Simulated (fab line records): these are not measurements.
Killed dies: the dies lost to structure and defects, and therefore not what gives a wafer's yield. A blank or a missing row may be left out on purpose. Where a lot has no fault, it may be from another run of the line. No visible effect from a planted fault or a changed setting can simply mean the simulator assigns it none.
fab line records || flow n5Finfet
record {"lots": 4, "wafers": 12, "lastDay": 16}
route steps=1938 shown BEOL_M7@1279 PASSIVATION@1936
lots that met no fault: from a run of the same line without faults
startH: the number of hours between the record's first day and the start of the first shown wafer of the lot || waitH: hours elapsed since this lot's preceding step || " identical to the entry in the row above || L1.1+2: one row covering several wafers at once || - no value present, or no start provided || * or withheld: withheld || < > ~ a bound
route shown NAME@n: a module of which the file shows steps, and the number in the route of the first || usual: mean/standard deviation taken from wafers without a fault || same: alike in all rows || chamber/n: place in a boat || sites: readings site by site || _std_site: the values' standard deviation || _edge_site: inner sites' mean taken away from outer sites' mean || radiusMm: for every site, how far away it sits from the centre of the wafer || mask NAME#n: copy n || behind: the tool/chamber that last shaped the wafer || hold: reason for holding the lot/hours on hold/outcome of the hold || device: names the non-switching transistor (n, p or np) || end of line: tests run on the same wafers once the route is complete || for a step that has no rows: nothing shown but its recipe || killed: dies that structure and defects cost at the first sort, which is not the same as the wafer's yield || map: shows each die of a wafer: x if killed, . if not, _ if none is there
set.NAME: the setting the step ran with; set.NAME@STEP: the setting that earlier step ran with || model.NAME: the simulator's own value behind a step, which no gauge read
a table for each step, a row for each wafer; lots at some steps of the route
services: a tool's chamber out of use, with start hour (startH, from the record's first day; less than 0 if before it), hours out, and reason
## steps
# step N5_BEOL_M7_DESCUM_16
# recipe {"chemistry": "O2", "timeS": 7.9, "sourcePowerW": 50, "biasPowerW": 20, "pressureMtorr": 20, "rfFrequencyHz": 2.712e+07, "tempC": 40, "resist": "CAR-ArF", "o2FlowSccm": 225}
# step N5_BEOL_M7_ETCH_61
# recipe {"chemistry": "CF4", "target": "SiARC", "targetDepthA": 455, "maskMaterial": "CAR-ArF", "timeS": 75.8, "ionEnergyEv": 80, "pressureMtorr": 40, "sourceW": 545, "biasW": 36, "Ar_flow_sccm": 100, "cf4FlowSccm": 100, "ends": "cleared"}
# step N5_BEOL_M7_ETCH_62
# recipe {"chemistry": "N2/H2", "target": "SOC", "targetDepthA": 1100, "overetchA": 220, "maskMaterial": "SiARC", "tempC": 40, "timeS": 165, "ionEnergyEv": 200, "pressureMtorr": 30, "sourceW": 840, "biasW": 150, "n2FlowSccm": 200, "h2FlowSccm": 200}
# step N5_BEOL_M7_STRIP_68
# recipe {"chemistry": "N2/H2", "tempC": 40, "n2FlowSccm": 200, "h2FlowSccm": 200, "rfFrequencyHz": 6e+07}
# step N5_BEOL_M7_STRIP_67
# recipe {"chemistry": "CF4", "resist": "SiARC", "powerW": 300, "biasPowerW": 75, "pressureMtorr": 50, "cf4FlowSccm": 150, "rfFrequencyHz": 6e+07}
# step N5_BEOL_M7_HM_OPEN_17
# recipe {"chemistry": "Cl2/BCl3", "targetDepthA": 200, "overetchA": 60, "target": "TiN", "maskMaterial": "SOC", "ionEnergyEv": 150, "pressureMtorr": 10, "icpW": 1000, "biasW": 126, "Cl2_flow_sccm": 53.25, "bcl3FlowSccm": 21.75, "Ar_flow_sccm": 25}
# step N5_BEOL_M7_STRIP_19
# recipe {"chemistry": "O2", "powerW": 400, "tempC": 40, "pressureMtorr": 30, "rfFrequencyHz": 6e+07, "biasPowerW": 0, "overashFraction": 0.2, "o2FlowSccm": 225}
# step N5_BEOL_M7_COAT_63
# recipe {"resist": "SOC", "tempC": 250, "timeS": 60, "spinRpm": 1500, "resistThkNm": 60}
# step N5_BEOL_M7_COAT_64
# recipe {"resist": "SiARC", "tempC": 220, "timeS": 60, "spinRpm": 1500, "resistThkNm": 12}
# step N5_BEOL_M7_COAT_71
# recipe {"resist": "underlayer", "tempC": 205, "timeS": 60, "spinRpm": 1500, "resistThkNm": 5}
# usual {"chillPlateTempC": "23.04/0.11", "spinSpeedRpm": "1500.1/0.92"}
{"lot.wafer": "L615.1", "tool": "lithoTrack-04", "chamber": 0, "startH": 200.99, "waitH": "-", "chillPlateTempC": 23.17, "spinSpeedRpm": 1501.0}
{"lot.wafer": "L615.4", "tool": "lithoTrack-04", "chamber": 0, "startH": 200.99, "waitH": "-", "chillPlateTempC": 22.97, "spinSpeedRpm": 1500.8}
{"lot.wafer": "L615.6", "tool": "lithoTrack-04", "chamber": 0, "startH": 200.99, "waitH": "-", "chillPlateTempC": 23.05, "spinSpeedRpm": 1500.1}
{"lot.wafer": "L626.2", "tool": "lithoTrack-04", "chamber": 0, "startH": 297.67, "waitH": "-", "chillPlateTempC": 22.84, "spinSpeedRpm": 1632.9}
{"lot.wafer": "L626.3", "tool": "lithoTrack-04", "chamber": 0, "startH": 297.67, "waitH": "-", "chillPlateTempC": 22.90, "spinSpeedRpm": 1634.5}
{"lot.wafer": "L626.6", "tool": "lithoTrack-04", "chamber": 0, "startH": 297.67, "waitH": "-", "chillPlateTempC": 22.85, "spinSpeedRpm": 1634.3}
{"lot.wafer": "L628.1", "tool": "lithoTrack-04", "chamber": 0, "startH": 301.86, "waitH": "-", "chillPlateTempC": 23.24, "spinSpeedRpm": 1633.3}
{"lot.wafer": "L628.2", "tool": "lithoTrack-04", "chamber": 0, "startH": 301.86, "waitH": "-", "chillPlateTempC": 23.25, "spinSpeedRpm": 1634.0}
{"lot.wafer": "L628.4", "tool": "lithoTrack-04", "chamber": 0, "startH": 301.86, "waitH": "-", "chillPlateTempC": 23.13, "spinSpeedRpm": 1631.7}
{"lot.wafer": "L630.1", "tool": "lithoTrack-02", "chamber": 0, "startH": 305.96, "waitH": "-", "chillPlateTempC": 23.31, "spinSpeedRpm": 1500.7}
{"lot.wafer": "L630.3", "tool": "lithoTrack-02", "chamber": 0, "startH": 305.96, "waitH": "-", "chillPlateTempC": 23.25, "spinSpeedRpm": 1501.0}
{"lot.wafer": "L630.5", "tool": "lithoTrack-02", "chamber": 0, "startH": 305.96, "waitH": "-", "chillPlateTempC": 23.16, "spinSpeedRpm": 1500.4}
# step N5_BEOL_M7_COAT_22
# recipe {"resist": "CAR-EUV", "spinRpm": 1500, "resistThkNm": 30}
# step N5_BEOL_M7_EBR_24
# recipe {"solvent": "PGMEA", "ebrWidthMm": 1.5}
# step N5_BEOL_M7_SOFTBAKE_23
# recipe {"tempC": 110, "timeS": 60, "resist": "CAR-EUV"}
# step N5_BEOL_M7_EXPOSE_25
# recipe {"maskId": "V6", "na": 0.33, "sourceShape": "annular", "sigmaInner": 0.4, "sigmaOuter": 0.8, "polarization": "unpolarized", "targetCdNm": 40, "doseMj": 42.5}
# step N5_BEOL_M7_PEB_26
# recipe {"pebTempC": 100, "pebTimeS": 60, "resist": "CAR-EUV"}
# step N5_BEOL_M7_DEVELOP_27
# recipe {"developTimeS": 30, "developer": "TMAH", "resist": "CAR-EUV", "rinseLiquid": "surfactantRinse", "dry": "airSpin", "devTempC": 23}
# step N5_BEOL_M7_DESCUM_33
# recipe {"chemistry": "O2", "timeS": 7, "sourcePowerW": 50, "biasPowerW": 20, "pressureMtorr": 20, "rfFrequencyHz": 2.712e+07, "tempC": 40, "resist": "CAR-EUV", "o2FlowSccm": 225}
# step N5_BEOL_M7_ETCH_72
# recipe {"chemistry": "N2/H2", "target": "underlayer", "targetDepthA": 65, "maskMaterial": "CAR-EUV", "timeS": 5.2, "ionEnergyEv": 200, "pressureMtorr": 30, "sourceW": 840, "biasW": 150, "n2FlowSccm": 200, "h2FlowSccm": 200, "ends": "cleared"}
# usual {"chamberPressureMTorr": "30.00/0.044", "drypumpMotorCurrentA": "5.54/0.26", "etchRfOnTimeS": "5.21/0.12", "h2FlowSccm": "200.0/0.53", "n2FlowSccm": "200.0/0.54", "oesProductAu": "0.68/0.074", "rfVppV": "524.3/2.6", "showerheadPlenumPTorr": "2.56/0.082", "throttleValvePct": "17.77/0.26"}
{"lot.wafer": "L615.1", "tool": "rieDiel-01", "chamber": 3, "startH": 201.60, "waitH": 0.0, "chamberPressureMTorr": 30.05, "drypumpMotorCurrentA": 5.16, "etchRfOnTimeS": 5.42, "h2FlowSccm": 200.3, "n2FlowSccm": 200.3, "oesProductAu": 0.71, "rfHoursCounterH": 61, "rfVppV": 525.7, "showerheadPlenumPTorr": 2.57, "throttleValvePct": 17.89, "model.CAR-EUV_of_BEOL_M7_COAT_22.thkNm": 20.2, "model.etch.depthNm": 5.019}
{"lot.wafer": "L615.4", "tool": "rieDiel-01", "chamber": 1, "startH": 201.60, "waitH": 0.0, "chamberPressureMTorr": 30.01, "drypumpMotorCurrentA": 5.50, "etchRfOnTimeS": 5.10, "h2FlowSccm": 200.2, "n2FlowSccm": 200.1, "oesProductAu": 0.84, "rfHoursCounterH": 7, "rfVppV": 526.2, "showerheadPlenumPTorr": 2.60, "throttleValvePct": 17.36, "model.CAR-EUV_of_BEOL_M7_COAT_22.thkNm": 20.2, "model.etch.depthNm": 4.996}
{"lot.wafer": "L615.6", "tool": "rieDiel-01", "chamber": 2, "startH": 201.60, "waitH": 0.0, "chamberPressureMTorr": 30.05, "drypumpMotorCurrentA": 5.75, "etchRfOnTimeS": 5.26, "h2FlowSccm": 199.6, "n2FlowSccm": 199.6, "oesProductAu": 0.57, "rfHoursCounterH": "-", "rfVppV": 523.0, "showerheadPlenumPTorr": 2.60, "throttleValvePct": 18.25, "model.CAR-EUV_of_BEOL_M7_COAT_22.thkNm": 20.4, "model.etch.depthNm": 5.01}
{"lot.wafer": "L626.2", "tool": "rieDiel-01", "chamber": 0, "startH": 298.12, "waitH": 0.0, "chamberPressureMTorr": 30.00, "drypumpMotorCurrentA": 5.42, "etchRfOnTimeS": 4.96, "h2FlowSccm": 200.3, "n2FlowSccm": 200.8, "oesProductAu": 0.64, "rfHoursCounterH": 187, "rfVppV": 519.3, "showerheadPlenumPTorr": 2.42, "throttleValvePct": 17.96, "model.CAR-EUV_of_BEOL_M7_COAT_22.thkNm": 20.4, "model.etch.depthNm": 4.795}
{"lot.wafer": "L626.3", "tool": "rieDiel-01", "chamber": 1, "startH": 298.12, "waitH": 0.0, "chamberPressureMTorr": 30.00, "drypumpMotorCurrentA": 5.49, "etchRfOnTimeS": 5.00, "h2FlowSccm": 199.9, "n2FlowSccm": 199.9, "oesProductAu": 0.78, "rfHoursCounterH": 35, "rfVppV": 526.7, "showerheadPlenumPTorr": 2.59, "throttleValvePct": 17.38, "model.CAR-EUV_of_BEOL_M7_COAT_22.thkNm": 20.6, "model.etch.depthNm": 4.811}
{"lot.wafer": "L626.6", "tool": "rieDiel-01", "chamber": 3, "startH": 298.12, "waitH": 0.0, "chamberPressureMTorr": 30.03, "drypumpMotorCurrentA": 5.17, "etchRfOnTimeS": 5.26, "h2FlowSccm": 200.5, "n2FlowSccm": 199.3, "oesProductAu": 0.68, "rfHoursCounterH": "-", "rfVppV": 522.6, "showerheadPlenumPTorr": 2.56, "throttleValvePct": 17.91, "model.CAR-EUV_of_BEOL_M7_COAT_22.thkNm": 20.6, "model.etch.depthNm": 4.79}
{"lot.wafer": "L628.1", "tool": "rieDiel-06", "chamber": 0, "startH": 302.41, "waitH": 0.0, "chamberPressureMTorr": 30.05, "drypumpMotorCurrentA": 5.81, "etchRfOnTimeS": 4.98, "h2FlowSccm": 200.2, "n2FlowSccm": 200.1, "oesProductAu": 0.81, "rfHoursCounterH": 6, "rfVppV": 523.0, "showerheadPlenumPTorr": 2.51, "throttleValvePct": 17.71, "model.CAR-EUV_of_BEOL_M7_COAT_22.thkNm": 20.6, "model.etch.depthNm": 4.795}
{"lot.wafer": "L628.2", "tool": "rieDiel-06", "chamber": 1, "startH": 302.41, "waitH": 0.0, "chamberPressureMTorr": 29.98, "drypumpMotorCurrentA": 5.30, "etchRfOnTimeS": 5.03, "h2FlowSccm": 201.1, "n2FlowSccm": 200.5, "oesProductAu": 0.57, "rfHoursCounterH": 239, "rfVppV": 522.2, "showerheadPlenumPTorr": 2.50, "throttleValvePct": 18.03, "model.CAR-EUV_of_BEOL_M7_COAT_22.thkNm": 20.6, "model.etch.depthNm": 4.795}
{"lot.wafer": "L628.4", "tool": "rieDiel-06", "chamber": 3, "startH": 302.41, "waitH": 0.0, "chamberPressureMTorr": 30.05, "drypumpMotorCurrentA": 5.88, "etchRfOnTimeS": 5.00, "h2FlowSccm": 200.0, "n2FlowSccm": 199.3, "oesProductAu": 0.70, "rfHoursCounterH": 105, "rfVppV": 524.9, "showerheadPlenumPTorr": 2.66, "throttleValvePct": 17.44, "model.CAR-EUV_of_BEOL_M7_COAT_22.thkNm": 20.6, "model.etch.depthNm": 4.788}
{"lot.wafer": "L630.1", "tool": "rieDiel-02", "chamber": 2, "startH": 306.43, "waitH": 0.0, "chamberPressureMTorr": 30.01, "drypumpMotorCurrentA": 5.85, "etchRfOnTimeS": 5.28, "h2FlowSccm": 199.4, "n2FlowSccm": 199.8, "oesProductAu": 0.68, "rfHoursCounterH": 117, "rfVppV": 526.6, "showerheadPlenumPTorr": 2.56, "throttleValvePct": 17.40, "model.CAR-EUV_of_BEOL_M7_COAT_22.thkNm": 20.4, "model.etch.depthNm": 5.007}
{"lot.wafer": "L630.3", "tool": "rieDiel-02", "chamber": 1, "startH": 306.43, "waitH": 0.0, "chamberPressureMTorr": 29.91, "drypumpMotorCurrentA": 5.68, "etchRfOnTimeS": 5.07, "h2FlowSccm": 200.0, "n2FlowSccm": 199.3, "oesProductAu": 0.69, "rfHoursCounterH": 101, "rfVppV": 520.4, "showerheadPlenumPTorr": 2.46, "throttleValvePct": 17.85, "model.CAR-EUV_of_BEOL_M7_COAT_22.thkNm": 20.4, "model.etch.depthNm": 4.999}
{"lot.wafer": "L630.5", "tool": "rieDiel-02", "chamber": 1, "startH": 306.43, "waitH": 0.0, "chamberPressureMTorr": 29.91, "drypumpMotorCurrentA": 5.69, "etchRfOnTimeS": 5.12, "h2FlowSccm": 199.6, "n2FlowSccm": 199.3, "oesProductAu": 0.68, "rfHoursCounterH": "-", "rfVppV": 520.6, "showerheadPlenumPTorr": 2.46, "throttleValvePct": 17.87, "model.CAR-EUV_of_BEOL_M7_COAT_22.thkNm": 20.2, "model.etch.depthNm": 5.001}
# step N5_BEOL_M7_ETCH_65
# recipe {"chemistry": "CF4", "target": "SiARC", "targetDepthA": 156, "maskMaterial": "CAR-EUV", "timeS": 26, "ionEnergyEv": 80, "pressureMtorr": 40, "sourceW": 545, "biasW": 36, "Ar_flow_sccm": 100, "cf4FlowSccm": 100, "ends": "cleared"}
# usual {"cf4FlowSccm": "99.98/0.26", "chamberPressureMTorr": "40.00/0.035", "drypumpMotorCurrentA": "5.53/0.26", "etchRfOnTimeS": "25.9/0.53", "oesProductAu": "0.68/0.073", "rfVppV": "184.2/1.1", "showerheadPlenumPTorr": "2.15/0.068", "throttleValvePct": "15.55/0.28"}
{"lot.wafer": "L615.1", "tool": "rieDiel-01", "chamber": 3, "startH": 201.62, "waitH": 0.0, "cf4FlowSccm": 100.02, "chamberPressureMTorr": 40.03, "drypumpMotorCurrentA": 5.14, "etchRfOnTimeS": 26.8, "oesProductAu": 0.70, "rfHoursCounterH": 61, "rfVppV": 185.4, "showerheadPlenumPTorr": 2.17, "throttleValvePct": 15.75, "model.CAR-EUV_of_BEOL_M7_COAT_22.thkNm": 11}
{"lot.wafer": "L615.4", "tool": "rieDiel-01", "chamber": 1, "startH": 201.62, "waitH": 0.0, "cf4FlowSccm": 99.70, "chamberPressureMTorr": 39.97, "drypumpMotorCurrentA": 5.46, "etchRfOnTimeS": 25.3, "oesProductAu": 0.84, "rfHoursCounterH": 7, "rfVppV": 183.4, "showerheadPlenumPTorr": 2.19, "throttleValvePct": 15.08, "model.CAR-EUV_of_BEOL_M7_COAT_22.thkNm": 11}
{"lot.wafer": "L615.6", "tool": "rieDiel-01", "chamber": 2, "startH": 201.62, "waitH": 0.0, "cf4FlowSccm": 99.91, "chamberPressureMTorr": 39.96, "drypumpMotorCurrentA": 5.75, "etchRfOnTimeS": 26.3, "oesProductAu": 0.58, "rfHoursCounterH": "-", "rfVppV": 184.5, "showerheadPlenumPTorr": 2.21, "throttleValvePct": 16.16, "model.CAR-EUV_of_BEOL_M7_COAT_22.thkNm": 11.2}
{"lot.wafer": "L626.2", "tool": "rieDiel-01", "chamber": 0, "startH": 298.14, "waitH": 0.0, "cf4FlowSccm": 100.10, "chamberPressureMTorr": 40.03, "drypumpMotorCurrentA": 5.40, "etchRfOnTimeS": 25.7, "oesProductAu": 0.63, "rfHoursCounterH": 187, "rfVppV": 182.2, "showerheadPlenumPTorr": 2.04, "throttleValvePct": 15.73, "model.CAR-EUV_of_BEOL_M7_COAT_22.thkNm": 11.4}
{"lot.wafer": "L626.3", "tool": "rieDiel-01", "chamber": 1, "startH": 298.14, "waitH": 0.0, "cf4FlowSccm": 99.86, "chamberPressureMTorr": 40.03, "drypumpMotorCurrentA": 5.48, "etchRfOnTimeS": 25.5, "oesProductAu": 0.78, "rfHoursCounterH": 35, "rfVppV": 184.9, "showerheadPlenumPTorr": 2.18, "throttleValvePct": 15.13, "model.CAR-EUV_of_BEOL_M7_COAT_22.thkNm": 11.4}
{"lot.wafer": "L626.6", "tool": "rieDiel-01", "chamber": 3, "startH": 298.14, "waitH": 0.0, "cf4FlowSccm": 100.02, "chamberPressureMTorr": 39.96, "drypumpMotorCurrentA": 5.16, "etchRfOnTimeS": 26.8, "oesProductAu": 0.68, "rfHoursCounterH": "-", "rfVppV": 184.3, "showerheadPlenumPTorr": 2.16, "throttleValvePct": 15.84, "model.CAR-EUV_of_BEOL_M7_COAT_22.thkNm": 11.4}
{"lot.wafer": "L628.1", "tool": "rieDiel-06", "chamber": 0, "startH": 302.43, "waitH": 0.0, "cf4FlowSccm": 100.09, "chamberPressureMTorr": 39.95, "drypumpMotorCurrentA": 5.79, "etchRfOnTimeS": 25.8, "oesProductAu": 0.82, "rfHoursCounterH": 6, "rfVppV": 182.3, "showerheadPlenumPTorr": 2.13, "throttleValvePct": 15.50, "model.CAR-EUV_of_BEOL_M7_COAT_22.thkNm": 11.4}
{"lot.wafer": "L628.2", "tool": "rieDiel-06", "chamber": 1, "startH": 302.43, "waitH": 0.0, "cf4FlowSccm": 99.92, "chamberPressureMTorr": 40.04, "drypumpMotorCurrentA": 5.28, "etchRfOnTimeS": 26.1, "oesProductAu": 0.57, "rfHoursCounterH": 239, "rfVppV": 183.4, "showerheadPlenumPTorr": 2.11, "throttleValvePct": 15.79, "model.CAR-EUV_of_BEOL_M7_COAT_22.thkNm": 11.4}
{"lot.wafer": "L628.4", "tool": "rieDiel-06", "chamber": 3, "startH": 302.43, "waitH": 0.0, "cf4FlowSccm": 100.02, "chamberPressureMTorr": 40.04, "drypumpMotorCurrentA": 5.89, "etchRfOnTimeS": 26.2, "oesProductAu": 0.69, "rfHoursCounterH": 105, "rfVppV": 184.5, "showerheadPlenumPTorr": 2.25, "throttleValvePct": 15.31, "model.CAR-EUV_of_BEOL_M7_COAT_22.thkNm": 11.4}
{"lot.wafer": "L630.1", "tool": "rieDiel-02", "chamber": 2, "startH": 306.45, "waitH": 0.0, "cf4FlowSccm": 100.20, "chamberPressureMTorr": 39.95, "drypumpMotorCurrentA": 5.82, "etchRfOnTimeS": 26.1, "oesProductAu": 0.68, "rfHoursCounterH": 117, "rfVppV": 186.1, "showerheadPlenumPTorr": 2.14, "throttleValvePct": 15.22, "model.CAR-EUV_of_BEOL_M7_COAT_22.thkNm": 11.2}
{"lot.wafer": "L630.3", "tool": "rieDiel-02", "chamber": 1, "startH": 306.45, "waitH": 0.0, "cf4FlowSccm": 99.89, "chamberPressureMTorr": 40.04, "drypumpMotorCurrentA": 5.67, "etchRfOnTimeS": 25.5, "oesProductAu": 0.68, "rfHoursCounterH": 101, "rfVppV": 183.7, "showerheadPlenumPTorr": 2.06, "throttleValvePct": 15.60, "model.CAR-EUV_of_BEOL_M7_COAT_22.thkNm": 11.2}
{"lot.wafer": "L630.5", "tool": "rieDiel-02", "chamber": 1, "startH": 306.45, "waitH": 0.0, "cf4FlowSccm": 99.79, "chamberPressureMTorr": 40.00, "drypumpMotorCurrentA": 5.67, "etchRfOnTimeS": 25.5, "oesProductAu": 0.67, "rfHoursCounterH": "-", "rfVppV": 181.9, "showerheadPlenumPTorr": 2.06, "throttleValvePct": 15.61, "model.CAR-EUV_of_BEOL_M7_COAT_22.thkNm": 11}
# step N5_BEOL_M7_ETCH_66
# recipe {"chemistry": "N2/H2", "target": "SOC", "targetDepthA": 800, "overetchA": 160, "maskMaterial": "SiARC", "tempC": 40, "timeS": 120, "ionEnergyEv": 200, "pressureMtorr": 30, "sourceW": 840, "biasW": 150, "n2FlowSccm": 200, "h2FlowSccm": 200}
# step N5_PASSIVATION_PROBE_49
# usual {"defectLimitedYield": "91.1/1.4", "killed_at_M0_to_M3": "34/11", "killed_at_M4_up": "14/5.7", "killedAtContacts": "14/6.9", "killedAtFrontEnd": "40/11", "killedAtOther": "4/3.1", "killedDies": "105/17", "killedOpen": "70/13", "killedShort": "34/7.6", "sort_bin_5_function": "5.3/0.95", "sort_bin_6_memory": "3.3/0.64", "sortNPass": "1075/17", "sortYieldPct": "91.1/1.4"}
# same {"grossDies": 1180, "killedAtBackSide": 0, "sort_bin_4_leakage[%]": 0, "sort_bin_8_speed[%]": 0}
{"lot.wafer": "L628.1", "tool": "prober-01", "chamber": "-", "startH": 374.76, "waitH": 0.0, "defectLimitedYield[%]": 90.6, "killed_at_M0_to_M3": 37, "killed_at_M4_up": 17, "killedAtContacts": 19, "killedAtFrontEnd": 37, "killedAtOther": 1, "killedDies": 111, "killedOpen": 78, "killedShort": 32, "sort_bin_5_function[%]": 5.8, "sort_bin_6_memory[%]": 3.3, "sortNPass": 1069, "sortYieldPct[%]": 90.6}
# killed by level:class
L628.1 MOL_CONTACT_COAG:geometricParticle:open=16 BEOL_M3:geometricParticle:open=11 BEOL_M4:geometricParticle:open=10 ILD0:geometricParticle:short=7 BEOL_M0_SAQP:geometricParticle:open=7 STI_FIN_REVEAL:geometricParticle:open=5 FIN_SAQP:geometricParticle:short=4 DUMMY_GATE:geometricParticle:open=4
## services
{"tool": "lithoTrack-02", "chamber": "-", "startH": 217.56, "hours": "-", "kind": "consumableReplace:filter"}
{"tool": "rieDiel-02", "chamber": 0, "startH": 233.89, "hours": "-", "kind": "clean"}
{"tool": "rieDiel-02", "chamber": 0, "startH": 233.89, "hours": "-", "kind": "consumableReplace:focusRing"}
{"tool": "rieDiel-02", "chamber": 0, "startH": 233.89, "hours": 14.9, "kind": "scheduledDown"}
{"tool": "rieDiel-02", "chamber": 0, "startH": 233.89, "hours": 14.9, "kind": "ventCycle"}
{"tool": "lithoTrack-02", "chamber": "-", "startH": 235.32, "hours": "-", "kind": "consumableReplace:filter"}
{"tool": "rieDiel-01", "chamber": 2, "startH": 235.33, "hours": 5.0, "kind": "repair"}
{"tool": "rieDiel-01", "chamber": 2, "startH": 242.52, "hours": "-", "kind": "clean"}
{"tool": "rieDiel-01", "chamber": 2, "startH": 242.52, "hours": "-", "kind": "consumableReplace:focusRing"}
{"tool": "rieDiel-01", "chamber": 2, "startH": 242.52, "hours": 17.4, "kind": "scheduledDown"}
{"tool": "rieDiel-01", "chamber": 2, "startH": 242.52, "hours": 17.4, "kind": "ventCycle"}
{"tool": "rieDiel-02", "chamber": 1, "startH": 243.32, "hours": 8.0, "kind": "repair"}
{"tool": "rieDiel-06", "chamber": 0, "startH": 260.74, "hours": "-", "kind": "clean"}
{"tool": "rieDiel-06", "chamber": 0, "startH": 260.74, "hours": "-", "kind": "consumableReplace:focusRing"}
{"tool": "rieDiel-06", "chamber": 0, "startH": 260.74, "hours": 22.9, "kind": "scheduledDown"}
{"tool": "rieDiel-06", "chamber": 0, "startH": 260.74, "hours": 22.9, "kind": "ventCycle"}
## key
firstSign {"step": "N5_BEOL_M7_COAT_71", "reading": "spinSpeedRpm", "direction": "up", "sigmas": "99+", "usual": "*", "struck": "*"}
effect none on later readings
modelEffect {"step": "N5_BEOL_M7_ETCH_72", "value": "CAR-EUV_of_BEOL_M7_COAT_22.thkNm", "without": 20.3, "struck": 20.57}
modelEffect {"step": "N5_BEOL_M7_ETCH_65", "value": "CAR-EUV_of_BEOL_M7_COAT_22.thkNm", "without": 11.13, "struck": 11.4}
metAt N5_BEOL_M7_COAT_71
struckWafers L626.2,L626.3,L626.6,L628.1,L628.2,L628.4
onsetBetween 200.99 297.67
fault {"kind": "processParameterDrift", "tool": "lithoTrack-04", "chamber": "-", "onsetH": 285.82, "steps": "N5_BEOL_M7_COAT_71", "channel": "spinRpm", "offset": "*", "shape": "step", "endH": 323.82, "actsIn": "*", "stated": "*"}
